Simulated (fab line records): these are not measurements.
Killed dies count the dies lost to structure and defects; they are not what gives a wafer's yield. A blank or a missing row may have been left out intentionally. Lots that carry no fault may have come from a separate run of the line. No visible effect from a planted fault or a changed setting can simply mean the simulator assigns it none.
What tool caused it? / flow nand_harc / 14 lots, 42 wafers sampled, at 5 steps of a route of 1159

== WHAT THE GAUGES SHOWED, per wafer ==
NHARC_A_ZERO_WELL_INSPECT_17.
lot=L920; measured=day 6 05:31; on=defect_inspect-01; raw_defect_count=3 5 8
lot=L921; measured=day 7 03:49; on=defect_inspect-01; raw_defect_count=12 10 14
lot=L922; measured=day 7 04:11; on=defect_inspect-01; raw_defect_count=21 17 24
lot=L923; measured=day 7 14:32; on=defect_inspect-02; raw_defect_count=15 25 24
lot=L924; measured=day 7 18:31; on=defect_inspect-01; raw_defect_count=16 7 7
lot=L925; measured=day 7 19:09; on=defect_inspect-01; raw_defect_count=13 13 28
lot=L926; measured=day 7 23:44; on=defect_inspect-02; raw_defect_count=13 7 14
lot=L927; measured=day 8 08:56; on=defect_inspect-01; raw_defect_count=9 12 11
lot=L930; measured=day 9 00:37; on=defect_inspect-02; raw_defect_count=5 20 14
lot=L938; measured=day 10 22:52; on=defect_inspect-01; raw_defect_count=27 13 18
lot=L940; measured=day 11 18:08; on=defect_inspect-02; raw_defect_count=19 11 11
lot=L939; measured=day 11 18:25; on=defect_inspect-01; raw_defect_count=6 16 7
lot=L941; measured=day 11 20:25; on=defect_inspect-02; raw_defect_count=7 11 9
lot=L943; measured=day 12 01:01; on=defect_inspect-01; raw_defect_count=15 12 10

NHARC_A_ONON_D1_THK_MEAS_02: measures by ellipsometry.
lot=L920; measured=day 7 03:02; on=film_metro-02; thk_nm (nm)=1005 1007 1003
lot=L921; measured=day 8 01:41; on=film_metro-01; thk_nm (nm)=1019 1021 1019
lot=L922; measured=day 8 01:41; on=film_metro-02; thk_nm (nm)=987 990 990
lot=L923; measured=day 8 13:38; on=film_metro-01; thk_nm (nm)=987 989 988
lot=L924; measured=day 8 13:19; on=film_metro-01; thk_nm (nm)=1004 1001 1004
lot=L925; measured=day 8 13:38; on=film_metro-02; thk_nm (nm)=1018 1017 1016
lot=L926; measured=day 9 00:20; on=film_metro-02; thk_nm (nm)=995 995 996
lot=L927; measured=day 9 07:33; on=film_metro-01; thk_nm (nm)=1002 1001 1002
lot=L930; measured=day 9 21:41; on=film_metro-01; thk_nm (nm)=1002 1001 1000
lot=L938; measured=day 11 21:27; on=film_metro-01; thk_nm (nm)=1618 1619 1618
lot=L940; measured=day 12 15:53; on=film_metro-01; thk_nm (nm)=1008 1009 1009
lot=L939; measured=day 12 15:52; on=film_metro-01; thk_nm (nm)=1626 1625 1625
lot=L941; measured=day 12 15:52; on=film_metro-02; thk_nm (nm)=1007 1007 1007
lot=L943; measured=day 12 20:52; on=film_metro-02; thk_nm (nm)=984 985 987

NHARC_END_SORT_01.
lot=L923; measured=day 19 23:44; on=prober-01; killed_at_array=17 27 26; killed_at_other=0 0 0; killed_at_periphery=5 3 1; killed_dies=22 30 27; killed_open=3 5 4; killed_short=2 1 2
lot=L938; measured=day 23 13:16; on=prober-02; killed_at_array=674 675 676; killed_at_other=1 0 0; killed_at_periphery=2 2 1; killed_dies=677 677 677; killed_open=4 3 3; killed_short=1 1 2
lot=L939; measured=day 24 14:41; on=prober-01; killed_at_array=676 672 671; killed_at_other=0 1 0; killed_at_periphery=1 4 6; killed_dies=677 677 677; killed_open=1 9 7; killed_short=1 6 2

== WHAT TOOL EACH LOT RAN ON (gives the tool, then ch and the chambers of the sampled wafers, and finally the start) ==
lot=L920; NHARC_A_ZERO_WELL_DESCUM_12=rie_diel-02 ch 0,1,3, day 6 04:10; NHARC_A_ONON_D1_DEP_00=pecvd_onon-03 ch 0, day 7 02:35
lot=L921; NHARC_A_ZERO_WELL_DESCUM_12=rie_diel-02 ch 0,2,3, day 7 02:28; NHARC_A_ONON_D1_DEP_00=pecvd_onon-03 ch 0, day 8 01:10
lot=L922; NHARC_A_ZERO_WELL_DESCUM_12=rie_diel-11 ch 1,3, day 7 02:46; NHARC_A_ONON_D1_DEP_00=pecvd_onon-04 ch 0, day 8 01:10
lot=L923; NHARC_A_ZERO_WELL_DESCUM_12=rie_diel-11 ch 0,2,3, day 7 13:07; NHARC_A_ONON_D1_DEP_00=pecvd_onon-02 ch 0, day 8 13:10
lot=L924; NHARC_A_ZERO_WELL_DESCUM_12=rie_diel-01 ch 2,3, day 7 17:12; NHARC_A_ONON_D1_DEP_00=pecvd_onon-03 ch 0, day 8 12:49
lot=L925; NHARC_A_ZERO_WELL_DESCUM_12=rie_diel-02 ch 0,2,3, day 7 17:50; NHARC_A_ONON_D1_DEP_00=pecvd_onon-04 ch 0, day 8 13:07
lot=L926; NHARC_A_ZERO_WELL_DESCUM_12=rie_diel-01 ch 0,1,3, day 7 22:26; NHARC_A_ONON_D1_DEP_00=pecvd_onon-02 ch 0, day 8 23:50
lot=L927; NHARC_A_ZERO_WELL_DESCUM_12=rie_diel-02 ch 0,1, day 8 07:38; NHARC_A_ONON_D1_DEP_00=pecvd_onon-04 ch 0, day 9 07:06
lot=L930; NHARC_A_ZERO_WELL_DESCUM_12=rie_diel-01 ch 1,2,3, day 8 23:19; NHARC_A_ONON_D1_DEP_00=pecvd_onon-04 ch 0, day 9 21:13
lot=L938; NHARC_A_ZERO_WELL_DESCUM_12=rie_diel-01 ch 0,1,3, day 10 21:32; NHARC_A_ONON_D1_DEP_00=pecvd_onon-02 ch 0, day 11 21:00
lot=L940; NHARC_A_ZERO_WELL_DESCUM_12=rie_diel-02 ch 0,2,3, day 11 16:51; NHARC_A_ONON_D1_DEP_00=pecvd_onon-04 ch 0, day 12 15:26
lot=L939; NHARC_A_ZERO_WELL_DESCUM_12=rie_diel-11 ch 0,1,2, day 11 17:07; NHARC_A_ONON_D1_DEP_00=pecvd_onon-02 ch 0, day 12 15:22
lot=L941; NHARC_A_ZERO_WELL_DESCUM_12=rie_diel-01 ch 0,2, day 11 18:55; NHARC_A_ONON_D1_DEP_00=pecvd_onon-03 ch 0, day 12 15:22
lot=L943; NHARC_A_ZERO_WELL_DESCUM_12=rie_diel-01 ch 0,2,3, day 11 23:42; NHARC_A_ONON_D1_DEP_00=pecvd_onon-03 ch 0, day 12 20:26
- NHARC_A_ZERO_WELL_DESCUM_12: chemistry O2, time 3 s.
- NHARC_A_ONON_D1_DEP_00: target thk 1000 nm.

== WHAT THE TOOLS THEMSELVES READ (means of the sampled wafers that have a number; where no wafer has one, the mark that the record gives instead) ==
NHARC_A_ZERO_WELL_DESCUM_12.
lot=L920; tool=rie_diel-02; drypump_motor_current_A (A)=5.5; oes_product_au (a.u.)=1.006; rf_vpp_V (V)=58.0; showerhead_plenum_p_Torr (Torr)=1.95; throttle_valve_pct (%)=11.311
lot=L921; tool=rie_diel-02; drypump_motor_current_A (A)=5.9; oes_product_au (a.u.)=1.008; rf_vpp_V (V)=58.2; showerhead_plenum_p_Torr (Torr)=1.95; throttle_valve_pct (%)=11.312
lot=L922; tool=rie_diel-11; drypump_motor_current_A (A)=6.1; oes_product_au (a.u.)=0.988; rf_vpp_V (V)=58.6; showerhead_plenum_p_Torr (Torr)=1.98; throttle_valve_pct (%)=11.311
lot=L923; tool=rie_diel-11; drypump_motor_current_A (A)=6.0; oes_product_au (a.u.)=1.001; rf_vpp_V (V)=58.2; showerhead_plenum_p_Torr (Torr)=1.99; throttle_valve_pct (%)=11.308
lot=L924; tool=rie_diel-01; drypump_motor_current_A (A)=6.1; oes_product_au (a.u.)=0.991; rf_vpp_V (V)=58.5; showerhead_plenum_p_Torr (Torr)=1.92; throttle_valve_pct (%)=11.298
lot=L925; tool=rie_diel-02; drypump_motor_current_A (A)=5.9; oes_product_au (a.u.)=1.001; rf_vpp_V (V)=57.0; showerhead_plenum_p_Torr (Torr)=1.95; throttle_valve_pct (%)=11.309
lot=L926; tool=rie_diel-01; drypump_motor_current_A (A)=5.9; oes_product_au (a.u.)=0.981; rf_vpp_V (V)=57.6; showerhead_plenum_p_Torr (Torr)=1.96; throttle_valve_pct (%)=11.313
lot=L927; tool=rie_diel-02; drypump_motor_current_A (A)=5.6; oes_product_au (a.u.)=1.005; rf_vpp_V (V)=58.0; showerhead_plenum_p_Torr (Torr)=1.88; throttle_valve_pct (%)=11.305
lot=L930; tool=rie_diel-01; drypump_motor_current_A (A)=6.1; oes_product_au (a.u.)=0.982; rf_vpp_V (V)=57.6; showerhead_plenum_p_Torr (Torr)=1.95; throttle_valve_pct (%)=11.317
lot=L938; tool=rie_diel-01; drypump_motor_current_A (A)=5.9; oes_product_au (a.u.)=0.985; rf_vpp_V (V)=58.0; showerhead_plenum_p_Torr (Torr)=1.96; throttle_valve_pct (%)=11.319
lot=L940; tool=rie_diel-02; drypump_motor_current_A (A)=5.9; oes_product_au (a.u.)=1.000; rf_vpp_V (V)=58.2; showerhead_plenum_p_Torr (Torr)=1.95; throttle_valve_pct (%)=11.311
lot=L939; tool=rie_diel-11; drypump_motor_current_A (A)=5.7; oes_product_au (a.u.)=0.997; rf_vpp_V (V)=57.9; showerhead_plenum_p_Torr (Torr)=1.99; throttle_valve_pct (%)=11.309
lot=L941; tool=rie_diel-01; drypump_motor_current_A (A)=6.2; oes_product_au (a.u.)=0.997; rf_vpp_V (V)=57.5; showerhead_plenum_p_Torr (Torr)=1.96; throttle_valve_pct (%)=11.318
lot=L943; tool=rie_diel-01; drypump_motor_current_A (A)=6.0; oes_product_au (a.u.)=0.992; rf_vpp_V (V)=57.5; showerhead_plenum_p_Torr (Torr)=1.93; throttle_valve_pct (%)=11.317

== THE ANSWER, worked out from the rows above alone ==
Rule: the usual values come from the lots themselves. Put in order of their means at a reading, lots are off if they are a third of the lots or fewer, leave a main group of 4 or more, and stand apart from it by a gap of 3 or more times the standard deviation of the main group's means; of several such gaps the widest counts. A main group whose means are all the same, to the digits that the tables above print for the reading, isn't used. A lot without any number at a reading at which 4 lots or more have one is off too. The other lots that the step has rows for count as sound. Order of review: gauges by route order, followed by the tools' own readings, for which a lot's mean as printed above is used. At the first step where some lot is off, the reading lying furthest off is the one used; lots without a number count as furthest.
Off, at NHARC_A_ONON_D1_THK_MEAS_02 on thk_nm: L938, L939. Main group: mean 1002 nm, sd 10.
If a tool, at a process step before that reading, ran all the lots that are off and no sound lot after the first of them, it fits. Those tools and the gauges at NHARC_A_ONON_D1_THK_MEAS_02 are tried in the same way. One fits: NHARC_A_ONON_D1_DEP_00 on pecvd_onon-02. A fault onset in the window from L926 (day 8 23:50, its last sound lot) to L938 (day 11 21:00, its first lot off) fits.

== WHAT HAD BEEN PUT IN BY THE SIMULATOR ==
pecvd_onon-02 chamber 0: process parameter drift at NHARC_A_ONON_D1_DEP_00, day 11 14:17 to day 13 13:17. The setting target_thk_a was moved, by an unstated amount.
Lots struck among those shown: L938, L939. Same finding as the rule above.
